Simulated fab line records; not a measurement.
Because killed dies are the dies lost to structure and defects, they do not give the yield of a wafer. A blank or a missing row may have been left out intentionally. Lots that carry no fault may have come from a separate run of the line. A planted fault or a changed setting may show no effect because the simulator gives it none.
Matching of chambers    flow nand harc    NHARC_A_STAIRCASE_DEP_301 on pecvd-03 has 3 sister chambers
The step deposits SiON, target thk 30 nm. 14 wafers are shown with their chamber, then 7 later ones without.

== WAFERS, EACH WITH ITS CHAMBER ==
wafer   chamber  heater power w (W)
L076.1  0        787
L076.2  2        687
L076.5  0        774
L081.1  2        621
L081.3  1        795
L081.6  1        786
L082.1  1        711
L082.3  2        706
L082.6  2        699
L084.1  0        830
L084.4  2        718
L084.5  1        704
L089.2  1        708
L089.3  0        780

SIGNATURES (means of the wafers above)
reading         chamber 0  chamber 1  chamber 2  scatter within a chamber
heater power w  792.75     740.80     686.20     38.2
Rule: distance of a wafer from a chamber = root of the sum over the readings of ((wafer's reading minus chamber's mean) / reading's scatter) squared. If the next closest chamber is less than 2 further off than the closest, the wafer can't be placed; otherwise it belongs to the closest. The scatter is the square root of a quotient: the sum, over the shown wafers, of each reading's squared deviation from its chamber's mean, divided by wafers minus chambers.

== WAFERS WITHOUT THEIR CHAMBER ==
wafer   heater power w (W)
L089.6  699
L087.3  712
L087.5  742
L087.6  704
L088.1  688
L088.3  806
L088.5  802

== WHICH CHAMBER EACH WENT THROUGH ==
wafer   from the rows above           in truth
L089.6  can't be placed: 2 or 1       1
L087.3  can't be placed: 2 or 1 or 0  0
L087.5  can't be placed: 1 or 0 or 2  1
L087.6  can't be placed: 2 or 1 or 0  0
L088.1  can't be placed: 2 or 1       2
L088.3  can't be placed: 0 or 1       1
L088.5  can't be placed: 0 or 1       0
Placed correctly: 0 of 7. Not placeable from these rows: 7 (in 7, the candidates include the true chamber). Placed wrongly: 0.
